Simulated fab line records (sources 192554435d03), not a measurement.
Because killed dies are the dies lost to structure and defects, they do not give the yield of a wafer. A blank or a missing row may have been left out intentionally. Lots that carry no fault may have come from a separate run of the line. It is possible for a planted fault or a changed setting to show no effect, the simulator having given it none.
fab line records ; flow n5Finfet
[record] lots = 12; wafers = 36; lastDay = 18
route steps=1938 shown GATE_CUT@502 PASSIVATION@1936
lots untouched by any fault: they come from a run of this same line in which no faults occurred
startH: hours from the record's opening day to when the first of the lot's shown wafers began ; waitH: how many hours have passed since the lot's step before this one ; " unchanged from the row above ; L1.1+2: a row that stands for several wafers ; - no value present, or no start provided ; * or withheld: withheld ; < > ~ a bound
route shown NAME@n: a module of which the file shows steps, and the number in the route of the first ; usual: mean/standard deviation taken from wafers without a fault ; same: alike in all rows ; chamber/n: place in a boat ; sites: the reading at each site ; _std_site: standard deviation across them ; _edge_site: mean of outer sites minus mean of inner sites ; radiusMm: how far each site lies from the wafer's centre ; mask NAME#n: copy n ; behind: the tool/chamber that last shaped the wafer ; hold: what put the lot on hold/how long, in hours/how the hold closed ; device: the transistor (n, p or np) that didn't switch ; end of line: tests of these same wafers at the route's end ; a step with no rows: only its recipe ; killed: dies lost to structure and defects at the first sort, not the wafer's yield ; map: dies across one wafer; x = killed, . = not, _ = none there
set.NAME: setting as actually run; set.NAME@STEP: the setting as run at that earlier step ; model.NAME: the simulator's own value behind a step, which no gauge read
a sample of lots followed through the steps of the route, with each step as a table and each wafer as a row
services: a tool's chamber out of use, with start hour (startH, from the record's first day; less than 0 if before it), hours out, and reason
[[steps]]
[step N5_GATE_CUT_CUT_ETCH_55]
[recipe] chemistry = BCl3; target = HfO2; maskMaterial = SiO2; targetDepthA = 32; ionEnergyEv = 30; pressureMtorr = 5; icpW = 450; biasW = 18; bcl3FlowSccm = 80
[usual] drypumpMotorCurrentA = 5.7/0.53; heBacksideLeakSccm = 3.4/0.33; oesProductAu = 0.68/0.074; throttleValvePct = 33.2/0.46
lot.wafer;tool;chamber;startH;waitH;drypumpMotorCurrentA;heBacksideLeakSccm;oesProductAu;rfHoursCounterH;throttleValvePct
L429.3;rieMetal-03;1;88.20;0.0;5.2;3.6;0.73;-;33.0
L429.5;rieMetal-03;0;88.20;0.0;6.4;3.5;0.68;-;33.1
L429.6;rieMetal-03;1;88.20;0.0;5.2;3.4;0.72;-;33.0
L430.2;rieMetal-01;0;93.24;0.0;6.1;3.1;0.75;59;33.7
L430.5;rieMetal-01;1;93.24;0.0;5.8;3.6;0.69;-;32.4
L430.6;rieMetal-01;0;93.24;0.0;6.1;3.0;0.75;-;33.7
L431.1;rieMetal-02;1;101.24;0.0;5.8;3.5;0.58;137;32.5
L431.4;rieMetal-02;1;101.24;0.0;5.8;3.4;0.58;-;32.5
L431.6;rieMetal-02;1;101.24;0.0;5.8;3.3;0.58;-;32.5
L432.2;rieMetal-02;0;108.29;0.0;5.1;3.1;0.63;111;33.8
L432.3;rieMetal-02;0;108.29;0.0;5.1;3.2;0.63;-;33.8
L432.4;rieMetal-02;1;108.29;0.0;5.9;3.5;0.58;-;32.5
L437.2;rieMetal-02;1;135.17;0.0;5.9;3.6;0.57;140;32.5
L437.3;rieMetal-02;1;135.17;0.0;5.8;3.6;0.57;-;32.5
L437.6;rieMetal-02;0;135.17;0.0;5.1;3.3;0.63;-;33.8
L436.2;rieMetal-01;0;136.35;0.0;6.1;3.3;0.73;63;33.7
L436.4;rieMetal-01;0;136.35;0.0;6.1;3.3;0.73;-;33.7
L436.6;rieMetal-01;0;136.35;0.0;6.1;3.3;0.73;-;33.7
L439.1;rieMetal-03;0;145.10;0.0;6.4;3.5;0.66;93;33.1
L439.2;rieMetal-03;1;145.10;0.0;5.2;3.3;0.72;65;33.0
L439.5;rieMetal-03;1;145.10;0.0;5.1;3.5;0.71;-;33.0
L440.4;rieMetal-02;0;159.15;0.1;5.1;3.1;0.62;-;33.8
L440.5;rieMetal-02;0;159.15;0.1;5.1;3.2;0.61;-;33.8
L440.6;rieMetal-02;0;159.15;0.1;5.1;3.2;0.62;-;33.8
L441.2;rieMetal-01;1;162.92;0.0;5.8;3.8;0.68;87;32.4
L441.4;rieMetal-01;1;162.92;0.0;5.8;4.0;0.67;-;32.4
L441.6;rieMetal-01;1;162.92;0.0;5.8;4.0;0.67;-;32.4
L444.1;rieMetal-03;0;174.27;0.0;6.4;3.5;0.66;93;33.2
L444.3;rieMetal-03;0;174.27;0.0;6.5;3.5;0.66;-;33.2
L444.4;rieMetal-03;1;174.27;0.0;5.2;3.5;0.71;-;33.0
L447.2;rieMetal-01;0;197.69;0.0;6.1;3.2;0.71;69;33.7
L447.4;rieMetal-01;0;197.69;0.0;6.1;3.2;0.72;-;33.7
L447.6;rieMetal-01;1;197.69;0.0;5.7;3.7;0.66;-;32.4
L452.2;rieMetal-02;0;222.89;0.0;5.1;3.1;0.61;123;33.8
L452.4;rieMetal-02;0;222.89;0.0;5.1;3.2;0.62;-;33.8
L452.5;rieMetal-02;1;222.89;0.0;5.8;3.4;0.93;-;33.2
[step N5_GATE_CUT_VAPOR_ETCH_49]
[recipe] chemistry = BCl3/Cl2; target = TiAlC; mode = isotropic
[usual] drypumpMotorCurrentA = 5.7/0.53; heBacksideLeakSccm = 3.43/0.29; oesProductAu = 0.67/0.075
lot.wafer;tool;chamber;startH;waitH;drypumpMotorCurrentA;heBacksideLeakSccm;oesProductAu
L429.3;rieMetal-03;1;88.29;0.0;5.2;3.63;0.72
L429.5;rieMetal-03;0;88.29;0.0;6.4;3.53;0.67
L429.6;rieMetal-03;1;88.29;0.0;5.2;3.38;0.72
L430.2;rieMetal-01;0;93.33;0.0;6.1;3.12;0.74
L430.5;rieMetal-01;1;93.33;0.0;5.8;3.97;0.68
L430.6;rieMetal-01;0;93.33;0.0;6.1;3.02;0.74
L431.1;rieMetal-02;1;101.33;0.0;5.8;3.65;0.58
L431.4;rieMetal-02;1;101.33;0.0;5.9;3.97;0.58
L431.6;rieMetal-02;1;101.33;0.0;5.9;3.82;0.58
L432.2;rieMetal-02;0;108.38;0.0;5.1;3.30;0.63
L432.3;rieMetal-02;0;108.38;0.0;5.1;3.24;0.63
L432.4;rieMetal-02;1;108.38;0.0;5.8;3.69;0.59
L437.2;rieMetal-02;1;135.26;0.0;5.8;3.64;0.57
L437.3;rieMetal-02;1;135.26;0.0;5.9;4.89;0.58
L437.6;rieMetal-02;0;135.26;0.0;5.1;3.18;0.62
L436.2;rieMetal-01;0;136.44;0.0;6.1;3.08;0.72
L436.4;rieMetal-01;0;136.44;0.0;6.1;3.16;0.73
L436.6;rieMetal-01;0;136.44;0.0;6.1;3.06;0.73
L439.1;rieMetal-03;0;145.19;0.0;6.4;3.44;0.65
L439.2;rieMetal-03;1;145.19;0.0;5.1;3.45;0.72
L439.5;rieMetal-03;1;145.19;0.0;5.2;3.40;0.72
L440.4;rieMetal-02;0;159.33;0.1;5.1;3.20;0.62
L440.5;rieMetal-02;0;159.33;0.1;5.1;3.24;0.62
L440.6;rieMetal-02;0;159.33;0.1;5.1;3.26;0.62
L441.2;rieMetal-01;1;163.01;0.0;5.8;3.73;0.67
L441.4;rieMetal-01;1;163.01;0.0;5.8;3.47;0.68
L441.6;rieMetal-01;1;163.01;0.0;5.8;3.59;0.67
L444.1;rieMetal-03;0;174.36;0.0;6.4;3.41;0.64
L444.3;rieMetal-03;0;174.36;0.0;6.4;3.35;0.65
L444.4;rieMetal-03;1;174.36;0.0;5.1;3.59;0.70
L447.2;rieMetal-01;0;197.78;0.0;6.1;2.99;0.71
L447.4;rieMetal-01;0;197.78;0.0;6.1;3.14;0.71
L447.6;rieMetal-01;1;197.78;0.0;5.8;3.61;0.66
L452.2;rieMetal-02;0;222.98;0.0;5.1;3.23;0.61
L452.4;rieMetal-02;0;222.98;0.0;5.1;3.22;0.61
L452.5;rieMetal-02;1;222.98;0.0;5.9;3.35;0.92
[step N5_GATE_CUT_CMP_23]
[recipe] stopOn = SiO2; tOverpolishS = 23.4; postCmpClean = alkalineBrush; downForcePsi = 2.5; platenRpm = 51.8; padVelocityMS = 1.0307; targetThkNm = 16
[usual] motorCurrentA = 9.2/1.2; overpolishRunS = 23.401/0.0091; platenRpm = 51.81/0.038; timeToEndpointS = 19.3/2.6
lot.wafer;tool;chamber;startH;waitH;motorCurrentA;overpolishRunS;platenRpm;timeToEndpointS
L429.3;cmp-01;1;94.04;0.8;8.0;23.416;51.75;13.3
L429.6;cmp-01;0;94.04;0.8;10.6;23.415;51.81;23.4
L429.5;cmp-01;1;94.04;0.8;8.2;23.409;51.75;14.4
L430.2;cmp-03;2;97.75;0.8;11.0;23.407;51.78;17.2
L430.5;cmp-03;2;97.75;0.8;10.6;23.399;51.75;17.1
L430.6;cmp-03;3;97.75;0.8;9.5;23.391;51.86;17.6
L431.4;cmp-03;2;103.05;0.8;11.3;23.401;51.84;19.0
L431.1;cmp-03;0;103.05;0.8;9.3;23.401;51.85;17.8
L431.6;cmp-03;2;103.05;0.8;11.2;23.402;51.86;18.8
L432.4;cmp-03;2;110.15;0.8;11.7;23.394;53.87;17.1
L432.2;cmp-03;3;110.15;0.8;8.8;23.409;53.87;18.4
L432.3;cmp-03;0;110.15;0.8;8.9;23.391;53.87;17.7
L437.3;cmp-01;2;137.02;0.8;8.0;23.402;51.85;17.3
L437.2;cmp-01;0;137.02;0.8;10.7;23.412;51.74;24.2
L437.6;cmp-01;1;137.02;0.8;8.5;23.411;51.75;16.1
L436.4;cmp-03;0;138.53;0.8;8.9;23.411;53.98;19.3
L436.2;cmp-03;1;138.53;0.8;10.1;23.401;53.89;19.9
L436.6;cmp-03;0;138.53;0.8;9.0;23.411;53.86;19.8
L439.1;cmp-02;3;146.92;0.8;9.4;23.403;51.82;20.9
L439.2;cmp-02;0;146.92;0.8;8.2;23.400;51.83;23.8
L439.5;cmp-02;0;146.92;0.8;8.5;23.418;51.82;25.6
L440.4;cmp-02;1;161.23;0.9;10.7;23.404;51.84;18.7
L440.6;cmp-02;0;161.23;0.9;8.3;23.395;51.79;20.6
L440.5;cmp-02;1;161.23;0.9;10.6;23.385;51.81;19.9
L441.2;cmp-02;0;164.77;0.8;8.4;23.405;51.81;20.7
L441.4;cmp-02;1;164.77;0.8;11.0;23.397;51.83;21.9
L441.6;cmp-02;3;164.77;0.8;9.5;23.393;51.83;15.7
L444.1;cmp-02;2;176.09;0.8;6.8;23.390;51.80;14.4
L444.4;cmp-02;0;176.09;0.8;8.3;23.404;51.76;19.6
L444.3;cmp-02;1;176.09;0.8;10.8;23.391;51.78;19.7
L447.4;cmp-01;0;199.50;0.0;9.6;23.392;51.78;25.8
L447.2;cmp-01;3;199.50;0.0;10.0;23.393;51.80;23.5
L447.6;cmp-01;1;199.50;0.0;8.3;23.397;51.84;16.0
L452.4;cmp-01;2;224.71;0.8;8.9;23.382;51.82;18.9
L452.2;cmp-01;3;224.71;0.8;9.8;23.409;51.77;21.2
L452.5;cmp-01;2;224.71;0.8;8.3;23.401;51.83;17.8
[step N5_GATE_CUT_CMP_61]
[recipe] stopOn = SiNx; tOverpolishS = 3; postCmpClean = alkalineBrush; downForcePsi = 4; platenRpm = 27.09; padVelocityMS = 0.539
[usual] motorCurrentA = 12.2/1.5; platenRpm = 27.089/0.02
lot.wafer;tool;chamber;startH;waitH;motorCurrentA;platenRpm
L429.3;cmp-02;0;94.86;0.3;10.6;27.097
L429.5;cmp-02;2;94.86;0.3;9.2;27.082
L429.6;cmp-02;3;94.86;0.3;12.1;27.093
L430.2;cmp-01;3;98.56;0.4;13.4;27.105
L430.6;cmp-01;3;98.56;0.4;13.0;27.099
L430.5;cmp-01;0;98.56;0.4;13.8;27.088
L431.1;cmp-03;1;103.89;0.3;13.1;27.089
L431.4;cmp-03;2;103.89;0.3;14.4;27.108
L431.6;cmp-03;1;103.89;0.3;13.0;27.071
L432.4;cmp-02;2;110.91;0.4;9.0;27.062
L432.3;cmp-02;3;110.91;0.4;12.3;27.095
L432.2;cmp-02;1;110.91;0.4;13.6;27.096
L437.2;cmp-01;0;137.85;0.3;13.7;27.083
L437.3;cmp-01;1;137.85;0.3;10.6;27.058
L437.6;cmp-01;3;137.85;0.3;13.3;27.096
L436.2;cmp-01;2;139.57;0.6;10.6;27.082
L436.4;cmp-01;3;139.57;0.6;13.7;27.100
L436.6;cmp-01;2;139.57;0.6;10.9;27.097
L439.1;cmp-02;2;147.73;0.4;9.4;27.070
L439.2;cmp-02;1;147.73;0.4;13.3;27.075
L439.5;cmp-02;2;147.73;0.4;8.9;27.067
L440.4;cmp-03;2;162.08;0.2;14.8;27.089
L440.6;cmp-03;3;162.08;0.2;12.3;27.082
L440.5;cmp-03;0;162.08;0.2;11.9;27.115
L441.2;cmp-02;2;165.54;0.4;9.3;27.088
L441.4;cmp-02;1;165.54;0.4;13.8;27.080
L441.6;cmp-02;2;165.54;0.4;10.0;27.112
L444.1;cmp-03;3;176.89;0.4;12.3;27.087
L444.3;cmp-03;0;176.89;0.4;11.2;27.098
L444.4;cmp-03;2;176.89;0.4;14.3;27.088
L447.2;cmp-03;1;200.31;0.4;13.1;27.033
L447.4;cmp-03;0;200.31;0.4;12.7;27.115
L447.6;cmp-03;2;200.31;0.4;14.5;27.082
L452.4;cmp-01;2;225.54;0.3;11.2;27.073
L452.2;cmp-01;3;225.54;0.3;12.7;27.094
L452.5;cmp-01;2;225.54;0.3;11.4;27.107
[step N5_PASSIVATION_PROBE_49]
[usual] killed_at_M0_to_M3 = 34/11; killed_at_M4_up = 13/5.2; killedAtContacts = 13/6.3; killedAtFrontEnd = 40/14; killedAtOther = 3.2/2.4; killedDies = 104/19; killedOpen = 69/14; killedShort = 32/7.5
[same] grossDies = 1180; killedAtBackSide = 0
lot.wafer;tool;chamber;startH;waitH;killed_at_M0_to_M3;killed_at_M4_up;killedAtContacts;killedAtFrontEnd;killedAtOther;killedDies;killedOpen;killedShort
L429.3;prober-02;-;262.79;0.1;17;19;24;29;0;89;61;25
L429.5;prober-02;-;262.89;0.2;23;9;20;26;2;80;47;32
L429.6;prober-02;-;262.94;0.3;21;5;10;17;7;60;32;25
L430.2;prober-02;-;277.20;0.1;10;7;19;72;3;111;77;31
L430.5;prober-02;-;277.35;0.2;23;10;11;48;2;94;64;26
L430.6;prober-02;-;277.40;0.3;24;16;12;59;1;112;74;37
L436.2;prober-02;-;328.14;0.1;32;7;14;25;3;81;55;26
L436.4;prober-02;-;328.24;0.2;25;8;17;24;4;78;54;21
L436.6;prober-02;-;328.34;0.3;22;13;26;44;6;111;75;35
L439.1;prober-02;-;328.90;0.0;30;12;18;60;4;124;82;40
L439.2;prober-02;-;328.95;0.1;34;12;8;55;4;113;64;47
L439.5;prober-02;-;329.10;0.2;37;11;15;48;5;116;76;39
L441.2;prober-02;-;335.71;0.1;29;23;6;53;4;115;80;35
L441.4;prober-02;-;335.81;0.2;33;15;22;37;5;112;76;35
L441.6;prober-02;-;335.91;0.3;26;20;12;47;4;109;78;27
L440.4;prober-02;-;358.62;0.2;28;12;7;33;1;81;36;42
L440.5;prober-02;-;358.67;0.2;27;15;24;40;3;109;77;30
L440.6;prober-02;-;358.72;0.3;22;9;21;30;0;82;56;26
L444.1;prober-02;-;364.49;0.0;60;16;16;32;4;128;89;37
L444.3;prober-02;-;364.59;0.1;49;13;14;47;3;126;83;38
L444.4;prober-02;-;364.64;0.2;44;12;18;31;4;109;65;43
// killed by level:class
L429.3 MOL_CONTACT_COAG:geometricParticle:open=17 FIN_SAQP:geometricParticle:short=8 BEOL_M3:geometricParticle:open=6 MOL_CONTACT_COAG:geometricParticle:short=6 FIN_SAQP:geometricParticle:open=5 DUMMY_GATE:geometricParticle:open=5 BEOL_M4:geometricParticle:open=5 ILD0:geometricParticle:open=4
L429.5 MOL_CONTACT_COAG:geometricParticle:open=18 FIN_SAQP:geometricParticle:short=7 DUMMY_GATE:geometricParticle:open=6 BEOL_M0_SAQP:geometricParticle:short=6 BEOL_M0_SAQP:geometricParticle:open=5 FIN_SAQP:geometricParticle:open=4 GATE_CUT:geometricParticle:short=3 BEOL_M3:geometricParticle:open=3
L429.6 BEOL_M0_SAQP:geometricParticle:short=7 MOL_CONTACT_COAG:geometricParticle:open=6 STI_FIN_REVEAL:geometricParticle:open=5 BEOL_M3:geometricParticle:open=5 STARTING-WAFER:geometricParticle:open=5 MOL_CONTACT_COAG:geometricParticle:short=4 PASS1_CAP:geometricParticle:short=4 BEOL_M0_SAQP:geometricParticle:open=3
L430.2 STI_FIN_REVEAL:geometricParticle:open=24 FIN_SAQP:geometricParticle:open=16 MOL_CONTACT_COAG:geometricParticle:open=16 GATE_CUT:geometricParticle:short=9 STI_FIN_REVEAL:geometricParticle:short=5 BEOL_M4:geometricParticle:open=5 FIN_SAQP:geometricParticle:short=3 MOL_CONTACT_COAG:geometricParticle:short=3
L430.5 STI_FIN_REVEAL:geometricParticle:open=17 MOL_CONTACT_COAG:geometricParticle:open=9 DUMMY_GATE:geometricParticle:open=7 GATE_CUT:geometricParticle:short=7 BEOL_M2:geometricParticle:open=6 BEOL_M0_SAQP:geometricParticle:open=6 FIN_SAQP:geometricParticle:open=4 FIN_SAQP:geometricParticle:short=3
L430.6 STI_FIN_REVEAL:geometricParticle:open=17 MOL_CONTACT_COAG:geometricParticle:open=11 FIN_SAQP:geometricParticle:short=10 BEOL_M4:geometricParticle:open=10 GATE_CUT:geometricParticle:short=8 BEOL_M0_SAQP:geometricParticle:open=8 FIN_SAQP:geometricParticle:open=6 BEOL_M0_SAQP:geometricParticle:short=6
L436.2 MOL_CONTACT_COAG:geometricParticle:open=12 STI_FIN_REVEAL:geometricParticle:open=9 BEOL_M0_SAQP:geometricParticle:open=9 BEOL_M0_SAQP:geometricParticle:short=8 BEOL_M3:geometricParticle:open=8 BEOL_M1:geometricParticle:open=3 STARTING-WAFER:geometricParticle:open=3 FIN_SAQP:geometricParticle:short=2
L436.4 MOL_CONTACT_COAG:geometricParticle:open=15 STI_FIN_REVEAL:geometricParticle:open=8 BEOL_M1:geometricParticle:open=6 BEOL_M2:geometricParticle:open=5 BEOL_M0_SAQP:geometricParticle:short=4 BEOL_M0_SAQP:geometricParticle:open=4 BEOL_M3:geometricParticle:open=4 BEOL_M4:geometricParticle:open=4
L436.6 STI_FIN_REVEAL:geometricParticle:open=19 MOL_CONTACT_COAG:geometricParticle:open=19 MOL_CONTACT_COAG:geometricParticle:short=7 STI_FIN_REVEAL:geometricParticle:short=6 BEOL_M0_SAQP:geometricParticle:short=5 SPACER0:geometricParticle:open=4 BEOL_M4:geometricParticle:open=4 BEOL_M3:geometricParticle:open=4
L439.1 FIN_SAQP:geometricParticle:open=23 BEOL_M2:geometricParticle:open=16 MOL_CONTACT_COAG:geometricParticle:open=13 FIN_SAQP:geometricParticle:short=11 MOL_CONTACT_COAG:geometricParticle:short=5 STI_FIN_REVEAL:geometricParticle:open=4 BEOL_M4:geometricParticle:open=4 DUMMY_GATE:geometricParticle:open=3
L439.2 FIN_SAQP:geometricParticle:short=23 FIN_SAQP:geometricParticle:open=11 BEOL_M2:geometricParticle:open=10 MOL_CONTACT_COAG:geometricParticle:open=7 BEOL_M0_SAQP:geometricParticle:open=7 BEOL_M0_SAQP:geometricParticle:short=4 BEOL_M3:geometricParticle:short=4 BEOL_M5:geometricParticle:open=4
L439.5 MOL_CONTACT_COAG:geometricParticle:open=14 FIN_SAQP:geometricParticle:short=10 BEOL_M0_SAQP:geometricParticle:open=9 BEOL_M0_SAQP:geometricParticle:short=8 GATE_CUT:geometricParticle:short=7 FIN_SAQP:geometricParticle:open=6 BEOL_M2:geometricParticle:open=6 BEOL_M4:geometricParticle:open=6
L441.2 STI_FIN_REVEAL:geometricParticle:open=15 FIN_SAQP:geometricParticle:open=11 BEOL_M2:geometricParticle:open=7 BEOL_M4:geometricParticle:open=7 FIN_SAQP:geometricParticle:short=6 MOL_CONTACT_COAG:geometricParticle:open=6 BEOL_M0_SAQP:geometricParticle:short=6 BEOL_M0_SAQP:geometricParticle:open=6
L441.4 MOL_CONTACT_COAG:geometricParticle:open=18 BEOL_M0_SAQP:geometricParticle:open=15 BEOL_M4:geometricParticle:open=8 FIN_SAQP:geometricParticle:short=7 STI_FIN_REVEAL:geometricParticle:open=7 BEOL_M0_SAQP:geometricParticle:short=7 FIN_SAQP:geometricParticle:open=4 STI_FIN_REVEAL:geometricParticle:short=4
L441.6 STI_FIN_REVEAL:geometricParticle:open=12 BEOL_M4:geometricParticle:open=12 BEOL_M0_SAQP:geometricParticle:open=11 FIN_SAQP:geometricParticle:open=10 DUMMY_GATE:geometricParticle:open=9 MOL_CONTACT_COAG:geometricParticle:open=7 BEOL_M0_SAQP:geometricParticle:short=7 MOL_CONTACT_COAG:geometricParticle:short=5
L440.4 FIN_SAQP:geometricParticle:short=10 BEOL_M0_SAQP:geometricParticle:short=9 STI_FIN_REVEAL:geometricParticle:open=6 MOL_CONTACT_COAG:geometricParticle:open=5 FIN_SAQP:geometricParticle:open=4 GATE_CUT:geometricParticle:short=4 BEOL_M0_SAQP:geometricParticle:open=4 BEOL_M2:geometricParticle:open=4
L440.5 MOL_CONTACT_COAG:geometricParticle:open=18 FIN_SAQP:geometricParticle:open=10 BEOL_M4:geometricParticle:open=7 FIN_SAQP:geometricParticle:short=6 STI_FIN_REVEAL:geometricParticle:open=6 BEOL_M0_SAQP:geometricParticle:open=6 BEOL_M0_SAQP:geometricParticle:short=6 BEOL_M2:geometricParticle:open=6
L440.6 MOL_CONTACT_COAG:geometricParticle:open=19 BEOL_M0_SAQP:geometricParticle:open=10 ILD0:geometricParticle:short=5 BEOL_M0_SAQP:geometricParticle:short=5 STI_FIN_REVEAL:geometricParticle:open=4 DUMMY_GATE:geometricParticle:open=3 ILD0:geometricParticle:open=3 GATE_CUT:geometricParticle:short=3
L444.1 MOL_CONTACT_COAG:geometricParticle:open=14 BEOL_M0_SAQP:geometricParticle:open=12 BEOL_M1:geometricParticle:open=10 BEOL_M2:geometricParticle:open=10 BEOL_M0_SAQP:geometricParticle:short=9 BEOL_M3:geometricParticle:open=9 FIN_SAQP:geometricParticle:open=7 BEOL_M4:geometricParticle:open=7
L444.3 BEOL_M2:geometricParticle:open=14 STI_FIN_REVEAL:geometricParticle:open=12 MOL_CONTACT_COAG:geometricParticle:open=9 BEOL_M0_SAQP:geometricParticle:open=9 FIN_SAQP:geometricParticle:open=8 BEOL_M1:geometricParticle:open=7 FIN_SAQP:geometricParticle:short=6 BEOL_M5:geometricParticle:open=6
L444.4 FIN_SAQP:geometricParticle:short=15 MOL_CONTACT_COAG:geometricParticle:open=14 BEOL_M0_SAQP:geometricParticle:short=13 BEOL_M1:geometricParticle:open=6 BEOL_M2:geometricParticle:open=6 FIN_SAQP:geometricParticle:open=5 BEOL_M3:geometricParticle:open=5 BEOL_M0_SAQP:geometricParticle:open=5
[[services]]
tool;chamber;startH;hours;kind
cmp-02;-;86.03;4.8;pm
cmp-02;-;98.95;0.2;repair
rieMetal-03;-;119.07;4.3;pm
cmp-03;-;120.98;2.5;repair
cmp-02;-;130.90;4.0;pm
cmp-02;-;134.90;-;consumableReplace:conditioner
cmp-02;-;134.90;-;consumableReplace:pad
rieMetal-03;1;138.77;2.9;repair
rieMetal-02;1;144.53;-;clean
rieMetal-02;1;144.53;19.8;scheduledDown
rieMetal-02;1;144.53;19.8;ventCycle
cmp-01;-;146.36;3.7;repair
rieMetal-03;0;149.76;17.6;repair
cmp-02;-;171.99;2.0;repair
cmp-01;-;183.00;2.6;repair
cmp-03;-;192.55;7.1;pm
cmp-03;-;209.25;4.0;pm
rieMetal-03;-;211.12;0.2;repair
cmp-03;-;213.25;-;consumableReplace:conditioner
cmp-03;-;213.25;-;consumableReplace:pad
[[key]]
[firstSign] step = N5_GATE_CUT_CMP_23; reading = platenRpm; direction = up; sigmas = 55; usual = 51.81; struck = 53.89
effect none on later readings
metAt N5_GATE_CUT_CMP_23
struckLots L432,L436
rowsEnd L432.2,L432.3,L432.4
testerLeftOut L436
notActingAt N5_GATE_CUT_CUT_ETCH_55,N5_GATE_CUT_VAPOR_ETCH_49,N5_GATE_CUT_CMP_61
onsetBetween 103.05 110.15
[earlierFault] kind = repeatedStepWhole; tool = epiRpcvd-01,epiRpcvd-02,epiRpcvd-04; chamber = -; onsetH = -; steps = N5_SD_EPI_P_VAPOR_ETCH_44; times = 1; scope = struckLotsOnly
[fault] kind = processParameterDrift; tool = cmp-03; chamber = -; onsetH = 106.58; steps = N5_GATE_CUT_CMP_23; channel = platenRpm; offset = 2.072; shape = step; actsIn = theseRecipesOnly; stated = 51.8
// testerLeftOut: of these lots the tester's yield and bins aren't shown, on N5 and GAA mostly nor the transistor test; their killed dies are dies lost to structure and defects alone, not to doping, threshold or leakage, so they don't give the yield
// rowsEnd: these wafers met a further fault down the route, and their rows from its step on are left out
